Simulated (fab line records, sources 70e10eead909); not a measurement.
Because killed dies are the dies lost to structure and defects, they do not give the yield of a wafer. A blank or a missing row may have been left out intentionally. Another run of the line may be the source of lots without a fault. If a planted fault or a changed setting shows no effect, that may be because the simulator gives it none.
fab line records / flow nandHarc
record: lots: 13 wafers: 39 lastDay: 24
route steps=1159 shown P_M1@305 P_M2@325
lots untouched by any fault: they come from a run of this same line in which no faults occurred
startH: hours from the record's first day to the start of the lot's first wafer shown / waitH: hours elapsed since this lot's preceding step / " repeats the value in the row above / L1.1+2: several wafers, shown together as one row / - no value present, or no start provided / * or withheld: withheld / < > ~ a bound
route shown NAME@n: NAME is a module with steps in the file, n the number in the route of the first one / usual: mean and standard deviation over wafers with no fault / same: alike in all rows / chamber/n: place in a boat / sites: each site's reading / _std_site: how widely they spread, as a standard deviation / _edge_site: outer sites' mean less inner sites' / radiusMm: how far each site lies from the wafer's centre / mask NAME#n: copy n / behind: the most recent tool/chamber to have shaped the wafer / hold: cause of the lot's hold/its duration in hours/its outcome / device: which transistor (n, p or np) failed to switch / end of line: the route-end tests of the same wafers / where a step has no rows: the recipe by itself / killed: the dies lost at the first sort to structure and to defects; this is not the yield of the wafer / map: a wafer's dies, marking killed ones x, the rest . and places with no die _
set.NAME: setting as actually run; set.NAME@STEP: the setting as run at that earlier step / model.NAME: the simulator's own value behind a step, which no gauge read
route steps across a sampled set of lots; one table per step, one row per wafer
services: the hour from which a tool's chamber was out of use, counted from the record's first day as startH (under 0 if before that day), plus the number of hours and why
== steps ==
step: NHARC_P_M1_DEGAS_29
recipe: tempC: 250 timeS: 60
usual: heaterPowerW: 355/36
lot.wafer=L291.1 tool=pvdSputter-03 chamber=- startH=129.94 waitH=- heaterPowerW=291
lot.wafer=L291.3 tool=pvdSputter-03 chamber=- startH=129.94 waitH=- heaterPowerW=333
lot.wafer=L291.6 tool=pvdSputter-03 chamber=- startH=129.94 waitH=- heaterPowerW=288
lot.wafer=L292.3 tool=pvdSputter-01 chamber=- startH=135.84 waitH=- heaterPowerW=323
lot.wafer=L292.5 tool=pvdSputter-01 chamber=- startH=135.84 waitH=- heaterPowerW=324
lot.wafer=L292.6 tool=pvdSputter-01 chamber=- startH=135.84 waitH=- heaterPowerW=382
lot.wafer=L293.2 tool=pvdSputter-02 chamber=- startH=136.26 waitH=- heaterPowerW=328
lot.wafer=L293.4 tool=pvdSputter-02 chamber=- startH=136.26 waitH=- heaterPowerW=368
lot.wafer=L293.5 tool=pvdSputter-02 chamber=- startH=136.26 waitH=- heaterPowerW=291
lot.wafer=L297.1 tool=pvdSputter-03 chamber=- startH=152.28 waitH=- heaterPowerW=366
lot.wafer=L297.2 tool=pvdSputter-03 chamber=- startH=152.28 waitH=- heaterPowerW=446
lot.wafer=L297.6 tool=pvdSputter-03 chamber=- startH=152.28 waitH=- heaterPowerW=363
lot.wafer=L296.1 tool=pvdSputter-02 chamber=- startH=152.79 waitH=- heaterPowerW=296
lot.wafer=L296.4 tool=pvdSputter-02 chamber=- startH=152.79 waitH=- heaterPowerW=364
lot.wafer=L296.6 tool=pvdSputter-02 chamber=- startH=152.79 waitH=- heaterPowerW=286
lot.wafer=L299.3 tool=pvdSputter-03 chamber=- startH=172.32 waitH=- heaterPowerW=284
lot.wafer=L299.4 tool=pvdSputter-03 chamber=- startH=172.32 waitH=- heaterPowerW=370
lot.wafer=L299.6 tool=pvdSputter-03 chamber=- startH=172.32 waitH=- heaterPowerW=290
lot.wafer=L301.1 tool=pvdSputter-02 chamber=- startH=187.19 waitH=- heaterPowerW=356
lot.wafer=L301.5 tool=pvdSputter-02 chamber=- startH=187.19 waitH=- heaterPowerW=367
lot.wafer=L301.6 tool=pvdSputter-02 chamber=- startH=187.19 waitH=- heaterPowerW=368
lot.wafer=L307.4 tool=pvdSputter-01 chamber=- startH=223.06 waitH=- heaterPowerW=360
lot.wafer=L307.2 tool=pvdSputter-01 chamber=- startH=223.06 waitH=- heaterPowerW=330
lot.wafer=L307.5 tool=pvdSputter-01 chamber=- startH=223.06 waitH=- heaterPowerW=369
lot.wafer=L308.3 tool=pvdSputter-02 chamber=- startH=224.61 waitH=- heaterPowerW=360
lot.wafer=L308.4 tool=pvdSputter-02 chamber=- startH=224.61 waitH=- heaterPowerW=360
lot.wafer=L308.5 tool=pvdSputter-02 chamber=- startH=224.61 waitH=- heaterPowerW=324
lot.wafer=L310.1 tool=pvdSputter-01 chamber=- startH=236.30 waitH=- heaterPowerW=397
lot.wafer=L310.2 tool=pvdSputter-01 chamber=- startH=236.30 waitH=- heaterPowerW=374
lot.wafer=L310.5 tool=pvdSputter-01 chamber=- startH=236.30 waitH=- heaterPowerW=389
lot.wafer=L312.2 tool=pvdSputter-01 chamber=- startH=243.07 waitH=- heaterPowerW=345
lot.wafer=L312.6 tool=pvdSputter-01 chamber=- startH=243.07 waitH=- heaterPowerW=387
lot.wafer=L312.5 tool=pvdSputter-01 chamber=- startH=243.07 waitH=- heaterPowerW=382
lot.wafer=L313.3 tool=pvdSputter-01 chamber=- startH=252.64 waitH=- heaterPowerW=332
lot.wafer=L313.1 tool=pvdSputter-01 chamber=- startH=252.64 waitH=- heaterPowerW=390
lot.wafer=L313.5 tool=pvdSputter-01 chamber=- startH=252.64 waitH=- heaterPowerW=360
lot.wafer=L314.1 tool=pvdSputter-02 chamber=- startH=266.61 waitH=- heaterPowerW=360
lot.wafer=L314.5 tool=pvdSputter-02 chamber=- startH=266.61 waitH=- heaterPowerW=315
lot.wafer=L314.6 tool=pvdSputter-02 chamber=- startH=266.61 waitH=- heaterPowerW=297
step: NHARC_P_M1_CMP_23
recipe: tOverpolishS: 20 targetThkNm: 157.82
usual: motorCurrentA: 12.1/1 timeToEndpointS: 29.3/2.9
lot.wafer=L291.3 tool=cmp-01 chamber=1 startH=131.04 waitH=- motorCurrentA=14.0 timeToEndpointS=26.6
lot.wafer=L291.1 tool=cmp-01 chamber=0 startH=131.04 waitH=- motorCurrentA=12.0 timeToEndpointS=31.9
lot.wafer=L291.6 tool=cmp-01 chamber=1 startH=131.04 waitH=- motorCurrentA=14.0 timeToEndpointS=26.6
lot.wafer=L292.3 tool=cmp-01 chamber=3 startH=137.00 waitH=- motorCurrentA=12.6 timeToEndpointS=31.1
lot.wafer=L292.5 tool=cmp-01 chamber=1 startH=137.00 waitH=- motorCurrentA=13.6 timeToEndpointS=26.8
lot.wafer=L292.6 tool=cmp-01 chamber=2 startH=137.00 waitH=- motorCurrentA=13.8 timeToEndpointS=30.4
lot.wafer=L293.4 tool=cmp-02 chamber=3 startH=137.40 waitH=- motorCurrentA=12.0 timeToEndpointS=27.2
lot.wafer=L293.2 tool=cmp-02 chamber=0 startH=137.40 waitH=- motorCurrentA=11.2 timeToEndpointS=26.9
lot.wafer=L293.5 tool=cmp-02 chamber=2 startH=137.40 waitH=- motorCurrentA=11.6 timeToEndpointS=24.6
lot.wafer=L297.1 tool=cmp-03 chamber=1 startH=153.72 waitH=- motorCurrentA=10.3 timeToEndpointS=26.8
lot.wafer=L297.2 tool=cmp-03 chamber=2 startH=153.72 waitH=- motorCurrentA=11.6 timeToEndpointS=30.9
lot.wafer=L297.6 tool=cmp-03 chamber=1 startH=153.72 waitH=- motorCurrentA=9.7 timeToEndpointS=28.5
lot.wafer=L296.4 tool=cmp-01 chamber=1 startH=153.89 waitH=- motorCurrentA=13.9 timeToEndpointS=27.0
lot.wafer=L296.1 tool=cmp-01 chamber=0 startH=153.89 waitH=- motorCurrentA=11.7 timeToEndpointS=32.4
lot.wafer=L296.6 tool=cmp-01 chamber=1 startH=153.89 waitH=- motorCurrentA=13.7 timeToEndpointS=25.4
lot.wafer=L299.3 tool=cmp-03 chamber=0 startH=173.44 waitH=- motorCurrentA=10.7 timeToEndpointS=27.8
lot.wafer=L299.4 tool=cmp-03 chamber=1 startH=173.44 waitH=- motorCurrentA=10.7 timeToEndpointS=29.4
lot.wafer=L299.6 tool=cmp-03 chamber=1 startH=173.44 waitH=- motorCurrentA=10.6 timeToEndpointS=28.2
lot.wafer=L301.1 tool=cmp-01 chamber=3 startH=188.33 waitH=- motorCurrentA=12.5 timeToEndpointS=31.1
lot.wafer=L301.6 tool=cmp-01 chamber=1 startH=188.33 waitH=- motorCurrentA=13.8 timeToEndpointS=26.7
lot.wafer=L301.5 tool=cmp-01 chamber=2 startH=188.33 waitH=- motorCurrentA=13.2 timeToEndpointS=32.6
lot.wafer=L307.4 tool=cmp-03 chamber=1 startH=224.16 waitH=- motorCurrentA=10.0 timeToEndpointS=26.5
lot.wafer=L307.2 tool=cmp-03 chamber=2 startH=224.16 waitH=- motorCurrentA=11.5 timeToEndpointS=31.4
lot.wafer=L307.5 tool=cmp-03 chamber=1 startH=224.16 waitH=- motorCurrentA=9.9 timeToEndpointS=29.0
lot.wafer=L308.3 tool=cmp-02 chamber=3 startH=225.73 waitH=- motorCurrentA=12.0 timeToEndpointS=31.4
lot.wafer=L308.4 tool=cmp-02 chamber=0 startH=225.73 waitH=- motorCurrentA=11.3 timeToEndpointS=29.6
lot.wafer=L308.5 tool=cmp-02 chamber=3 startH=225.73 waitH=- motorCurrentA=11.8 timeToEndpointS=29.8
lot.wafer=L310.2 tool=cmp-03 chamber=0 startH=237.39 waitH=- motorCurrentA=10.8 timeToEndpointS=24.7
lot.wafer=L310.1 tool=cmp-03 chamber=2 startH=237.39 waitH=- motorCurrentA=11.2 timeToEndpointS=27.5
lot.wafer=L310.5 tool=cmp-03 chamber=1 startH=237.39 waitH=- motorCurrentA=10.6 timeToEndpointS=25.4
lot.wafer=L312.2 tool=cmp-03 chamber=0 startH=244.12 waitH=- motorCurrentA=11.3 timeToEndpointS=28.5
lot.wafer=L312.6 tool=cmp-03 chamber=0 startH=244.12 waitH=- motorCurrentA=10.9 timeToEndpointS=29.5
lot.wafer=L312.5 tool=cmp-03 chamber=1 startH=244.12 waitH=- motorCurrentA=10.3 timeToEndpointS=30.0
lot.wafer=L313.1 tool=cmp-03 chamber=2 startH=253.72 waitH=- motorCurrentA=11.6 timeToEndpointS=35.3
lot.wafer=L313.3 tool=cmp-03 chamber=1 startH=253.72 waitH=- motorCurrentA=10.5 timeToEndpointS=27.9
lot.wafer=L313.5 tool=cmp-03 chamber=2 startH=253.72 waitH=- motorCurrentA=12.0 timeToEndpointS=30.9
lot.wafer=L314.1 tool=cmp-03 chamber=0 startH=267.73 waitH=- motorCurrentA=10.6 timeToEndpointS=26.9
lot.wafer=L314.6 tool=cmp-03 chamber=3 startH=267.73 waitH=- motorCurrentA=12.5 timeToEndpointS=22.9
lot.wafer=L314.5 tool=cmp-03 chamber=0 startH=267.73 waitH=- motorCurrentA=10.6 timeToEndpointS=24.7
step: NHARC_P_M2_EXPOSE_06
recipe: na: 1.35 targetCdNm: 170 doseMj: 80.78 maskId: P_M2
lot.wafer=L291.1+3+6 tool=arfiScanner-03 chamber=0 startH=132.79 waitH=- mask=P_M2#0
lot.wafer=L292.3+5+6 tool=arfiScanner-03 chamber=0 startH=138.55 waitH=- mask=P_M2#0
lot.wafer=L293.2+4+5 tool=arfiScanner-01 chamber=0 startH=139.11 waitH=- mask=P_M2#0
lot.wafer=L297.1+2+6 tool=arfiScanner-01 chamber=0 startH=155.40 waitH=- mask=P_M2#0
lot.wafer=L296.1+4+6 tool=arfiScanner-02 chamber=0 startH=155.62 waitH=- mask=P_M2#0
lot.wafer=L299.3+4+6 tool=arfiScanner-02 chamber=0 startH=175.10 waitH=- mask=P_M2#0
lot.wafer=L301.1+5+6 tool=arfiScanner-03 chamber=0 startH=190.18 waitH=- mask=P_M2#0
lot.wafer=L307.2+4+5 tool=arfiScanner-03 chamber=0 startH=226.20 waitH=- mask=P_M2#0
lot.wafer=L308.3+4+5 tool=arfiScanner-01 chamber=0 startH=227.70 waitH=- mask=P_M2#0
lot.wafer=L310.1+2+5 tool=arfiScanner-01 chamber=0 startH=239.11 waitH=- mask=P_M2#0
lot.wafer=L312.2+5+6 tool=arfiScanner-01 chamber=0 startH=245.73 waitH=- mask=P_M2#0
lot.wafer=L313.1+3+5 tool=arfiScanner-03 chamber=0 startH=255.42 waitH=- mask=P_M2#0
lot.wafer=L314.1+5+6 tool=arfiScanner-01 chamber=0 startH=269.74 waitH=- mask=P_M2#0
step: NHARC_P_M2_CD_MEAS_09
recipe: targetCdNm: 170 landingEnergyEv: 500
usual: cdNm: 170.0/0.58
lot.wafer=L291.1 tool=cdSem-02 chamber=0 startH=132.93 waitH=- cdNm=170.1
lot.wafer=L291.3 tool=cdSem-02 chamber=0 startH=132.93 waitH=- cdNm=170.4
lot.wafer=L291.6 tool=cdSem-02 chamber=0 startH=132.93 waitH=- cdNm=169.6
lot.wafer=L292.3 tool=cdSem-01 chamber=0 startH=138.69 waitH=- cdNm=169.9
lot.wafer=L292.5 tool=cdSem-01 chamber=0 startH=138.69 waitH=- cdNm=170.6
lot.wafer=L292.6 tool=cdSem-01 chamber=0 startH=138.69 waitH=- cdNm=169.7
lot.wafer=L293.2 tool=cdSem-01 chamber=0 startH=139.25 waitH=- cdNm=170.5
lot.wafer=L293.4 tool=cdSem-01 chamber=0 startH=139.25 waitH=- cdNm=170.0
lot.wafer=L293.5 tool=cdSem-01 chamber=0 startH=139.25 waitH=- cdNm=170.0
lot.wafer=L297.1 tool=cdSem-03 chamber=0 startH=155.54 waitH=- cdNm=170.6
lot.wafer=L297.2 tool=cdSem-03 chamber=0 startH=155.54 waitH=- cdNm=170.4
lot.wafer=L297.6 tool=cdSem-03 chamber=0 startH=155.54 waitH=- cdNm=170.4
lot.wafer=L296.1 tool=cdSem-03 chamber=0 startH=155.77 waitH=- cdNm=170.2
lot.wafer=L296.4 tool=cdSem-03 chamber=0 startH=155.77 waitH=- cdNm=170.4
lot.wafer=L296.6 tool=cdSem-03 chamber=0 startH=155.77 waitH=- cdNm=171.0
lot.wafer=L299.3 tool=cdSem-03 chamber=0 startH=175.23 waitH=- cdNm=173.4
lot.wafer=L299.4 tool=cdSem-03 chamber=0 startH=175.23 waitH=- cdNm=178.7
lot.wafer=L299.6 tool=cdSem-03 chamber=0 startH=175.23 waitH=- cdNm=171.8
lot.wafer=L301.1 tool=cdSem-01 chamber=0 startH=190.32 waitH=- cdNm=171.3
lot.wafer=L301.5 tool=cdSem-01 chamber=0 startH=190.32 waitH=- cdNm=170.0
lot.wafer=L301.6 tool=cdSem-01 chamber=0 startH=190.32 waitH=- cdNm=170.9
lot.wafer=L307.2 tool=cdSem-01 chamber=0 startH=226.34 waitH=- cdNm=170.8
lot.wafer=L307.4 tool=cdSem-01 chamber=0 startH=226.34 waitH=- cdNm=169.6
lot.wafer=L307.5 tool=cdSem-01 chamber=0 startH=226.34 waitH=- cdNm=169.7
lot.wafer=L308.3 tool=cdSem-02 chamber=0 startH=227.84 waitH=- cdNm=170.2
lot.wafer=L308.4 tool=cdSem-02 chamber=0 startH=227.84 waitH=- cdNm=169.8
lot.wafer=L308.5 tool=cdSem-02 chamber=0 startH=227.84 waitH=- cdNm=170.2
lot.wafer=L310.1 tool=cdSem-01 chamber=0 startH=239.25 waitH=- cdNm=169.8
lot.wafer=L310.2 tool=cdSem-01 chamber=0 startH=239.25 waitH=- cdNm=169.2
lot.wafer=L310.5 tool=cdSem-01 chamber=0 startH=239.25 waitH=- cdNm=169.1
lot.wafer=L312.2 tool=cdSem-02 chamber=0 startH=245.87 waitH=- cdNm=170.6
lot.wafer=L312.5 tool=cdSem-02 chamber=0 startH=245.87 waitH=- cdNm=169.4
lot.wafer=L312.6 tool=cdSem-02 chamber=0 startH=245.87 waitH=- cdNm=170.2
lot.wafer=L313.1 tool=cdSem-01 chamber=0 startH=255.56 waitH=- cdNm=169.7
lot.wafer=L313.3 tool=cdSem-01 chamber=0 startH=255.56 waitH=- cdNm=169.4
lot.wafer=L313.5 tool=cdSem-01 chamber=0 startH=255.56 waitH=- cdNm=169.5
lot.wafer=L314.1 tool=cdSem-01 chamber=0 startH=269.88 waitH=- cdNm=170.1
lot.wafer=L314.5 tool=cdSem-01 chamber=0 startH=269.88 waitH=- cdNm=169.2
lot.wafer=L314.6 tool=cdSem-01 chamber=0 startH=269.88 waitH=- cdNm=169.7
step: NHARC_P_M2_OVL_MEAS_10
recipe: pitchNm: 340
usual: overlayXNm: -0.4/0.84 overlayYNm: 0.1/0.98
lot.wafer=L291.1 tool=overlay-02 chamber=- startH=133.02 waitH=- overlayXNm=-0.2 overlayYNm=-0.2
lot.wafer=L291.3 tool=overlay-02 chamber=- startH=133.02 waitH=- overlayXNm=-0.3 overlayYNm=-0.3
lot.wafer=L291.6 tool=overlay-02 chamber=- startH=133.02 waitH=- overlayXNm=-0.4 overlayYNm=-0.6
lot.wafer=L292.3 tool=overlay-01 chamber=- startH=138.78 waitH=- overlayXNm=-1.1 overlayYNm=0.1
lot.wafer=L292.5 tool=overlay-01 chamber=- startH=138.78 waitH=- overlayXNm=-1.2 overlayYNm=0.4
lot.wafer=L292.6 tool=overlay-01 chamber=- startH=138.78 waitH=- overlayXNm=-1.3 overlayYNm=0.9
lot.wafer=L293.2 tool=overlay-02 chamber=- startH=139.34 waitH=- overlayXNm=-0.4 overlayYNm=0.0
lot.wafer=L293.4 tool=overlay-02 chamber=- startH=139.34 waitH=- overlayXNm=-1.0 overlayYNm=0.4
lot.wafer=L293.5 tool=overlay-02 chamber=- startH=139.34 waitH=- overlayXNm=-0.3 overlayYNm=0.4
lot.wafer=L297.1 tool=overlay-02 chamber=- startH=155.63 waitH=- overlayXNm=-0.7 overlayYNm=-1.3
lot.wafer=L297.2 tool=overlay-02 chamber=- startH=155.63 waitH=- overlayXNm=-0.4 overlayYNm=-1.0
lot.wafer=L297.6 tool=overlay-02 chamber=- startH=155.63 waitH=- overlayXNm=-0.8 overlayYNm=-2.0
lot.wafer=L296.1 tool=overlay-01 chamber=- startH=155.86 waitH=- overlayXNm=-0.5 overlayYNm=-0.7
lot.wafer=L296.4 tool=overlay-01 chamber=- startH=155.86 waitH=- overlayXNm=-0.3 overlayYNm=0.0
lot.wafer=L296.6 tool=overlay-01 chamber=- startH=155.86 waitH=- overlayXNm=-0.2 overlayYNm=-0.4
lot.wafer=L299.3 tool=overlay-02 chamber=- startH=175.32 waitH=- overlayXNm=-0.9 overlayYNm=0.9
lot.wafer=L299.4 tool=overlay-02 chamber=- startH=175.32 waitH=- overlayXNm=-1.2 overlayYNm=1.5
lot.wafer=L299.6 tool=overlay-02 chamber=- startH=175.32 waitH=- overlayXNm=-1.0 overlayYNm=1.1
lot.wafer=L301.1 tool=overlay-01 chamber=- startH=190.41 waitH=- overlayXNm=-0.6 overlayYNm=-1.3
lot.wafer=L301.5 tool=overlay-01 chamber=- startH=190.41 waitH=- overlayXNm=-0.7 overlayYNm=-1.6
lot.wafer=L301.6 tool=overlay-01 chamber=- startH=190.41 waitH=- overlayXNm=-0.7 overlayYNm=-1.3
lot.wafer=L307.2 tool=overlay-01 chamber=- startH=226.43 waitH=- overlayXNm=-1.5 overlayYNm=0.4
lot.wafer=L307.4 tool=overlay-01 chamber=- startH=226.43 waitH=- overlayXNm=-2.0 overlayYNm=0.2
lot.wafer=L307.5 tool=overlay-01 chamber=- startH=226.43 waitH=- overlayXNm=-1.6 overlayYNm=0.6
lot.wafer=L308.3 tool=overlay-02 chamber=- startH=227.92 waitH=- overlayXNm=-1.6 overlayYNm=0.4
lot.wafer=L308.4 tool=overlay-02 chamber=- startH=227.92 waitH=- overlayXNm=-1.6 overlayYNm=0.3
lot.wafer=L308.5 tool=overlay-02 chamber=- startH=227.92 waitH=- overlayXNm=-1.8 overlayYNm=-0.2
lot.wafer=L310.1 tool=overlay-02 chamber=- startH=239.34 waitH=- overlayXNm=1.6 overlayYNm=0.5
lot.wafer=L310.2 tool=overlay-02 chamber=- startH=239.34 waitH=- overlayXNm=0.8 overlayYNm=0.6
lot.wafer=L310.5 tool=overlay-02 chamber=- startH=239.34 waitH=- overlayXNm=1.0 overlayYNm=0.6
lot.wafer=L312.2 tool=overlay-01 chamber=- startH=245.95 waitH=- overlayXNm=-1.0 overlayYNm=3.9
lot.wafer=L312.5 tool=overlay-01 chamber=- startH=245.95 waitH=- overlayXNm=-0.5 overlayYNm=3.3
lot.wafer=L312.6 tool=overlay-01 chamber=- startH=245.95 waitH=- overlayXNm=-0.9 overlayYNm=3.4
lot.wafer=L313.1 tool=overlay-01 chamber=- startH=255.65 waitH=- overlayXNm=0.7 overlayYNm=0.1
lot.wafer=L313.3 tool=overlay-01 chamber=- startH=255.65 waitH=- overlayXNm=0.3 overlayYNm=0.3
lot.wafer=L313.5 tool=overlay-01 chamber=- startH=255.65 waitH=- overlayXNm=0.5 overlayYNm=0.9
lot.wafer=L314.1 tool=overlay-02 chamber=- startH=269.97 waitH=- overlayXNm=-0.5 overlayYNm=0.2
lot.wafer=L314.5 tool=overlay-02 chamber=- startH=269.97 waitH=- overlayXNm=-0.4 overlayYNm=0.6
lot.wafer=L314.6 tool=overlay-02 chamber=- startH=269.97 waitH=- overlayXNm=-0.5 overlayYNm=0.1
== services ==
tool=arfiScanner-01 chamber=- startH=108.69 hours=2.4 kind=repair
tool=cmp-02 chamber=- startH=112.48 hours=1.1 kind=repair
tool=cmp-03 chamber=- startH=120.61 hours=1.1 kind=repair
tool=cmp-02 chamber=- startH=131.34 hours=1.6 kind=repair
tool=cmp-03 chamber=- startH=137.83 hours=0.9 kind=repair
tool=arfiScanner-03 chamber=- startH=140.00 hours=4.0 kind=pm
tool=arfiScanner-01 chamber=- startH=142.26 hours=0.4 kind=repair
tool=cmp-01 chamber=- startH=156.02 hours=1.3 kind=repair
tool=cmp-03 chamber=- startH=156.09 hours=4.0 kind=pm
tool=cmp-02 chamber=- startH=157.92 hours=4.0 kind=pm
tool=pvdSputter-01 chamber=- startH=158.05 hours=10.0 kind=pm
tool=cmp-03 chamber=- startH=160.09 hours=- kind=consumableReplace:conditioner
tool=arfiScanner-01 chamber=- startH=164.09 hours=1.1 kind=repair
tool=pvdSputter-03 chamber=- startH=178.15 hours=4.8 kind=repair
tool=cmp-01 chamber=- startH=180.98 hours=4.0 kind=pm
tool=arfiScanner-01 chamber=- startH=196.00 hours=4.0 kind=pm
tool=cmp-01 chamber=- startH=199.57 hours=4.5 kind=repair
tool=arfiScanner-03 chamber=- startH=212.20 hours=0.3 kind=repair
tool=pvdSputter-02 chamber=- startH=214.00 hours=10.0 kind=pm
tool=pvdSputter-02 chamber=- startH=229.43 hours=5.2 kind=repair
tool=pvdSputter-03 chamber=- startH=248.91 hours=3.0 kind=repair
tool=cmp-03 chamber=- startH=254.09 hours=4.0 kind=pm
tool=cmp-02 chamber=- startH=255.92 hours=4.0 kind=pm
tool=arfiScanner-02 chamber=- startH=256.02 hours=4.0 kind=pm
== key ==
firstSign: step: NHARC_P_M2_CD_MEAS_09 reading: cdNm direction: up sigmas: 7.9 usual: 170.0 struck: 174.6
effect none on later readings
metAt NHARC_P_M2_EXPOSE_06
struckLots L299
rowsEnd L299.3,L299.4,L299.6
notActingAt NHARC_P_M1_DEGAS_29,NHARC_P_M1_CMP_23,NHARC_P_M2_OVL_MEAS_10
onsetBetween 155.62 175.10
fault: kind: processParameterDrift tool: arfiScanner-02 chamber: - onsetH: 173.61 steps: NHARC_P_M2_EXPOSE_06 channel: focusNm offset: 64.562 spreadByWafer: 0.3 shape: step
rowsEnd: these wafers met a further fault down the route, and their rows from its step on are left out
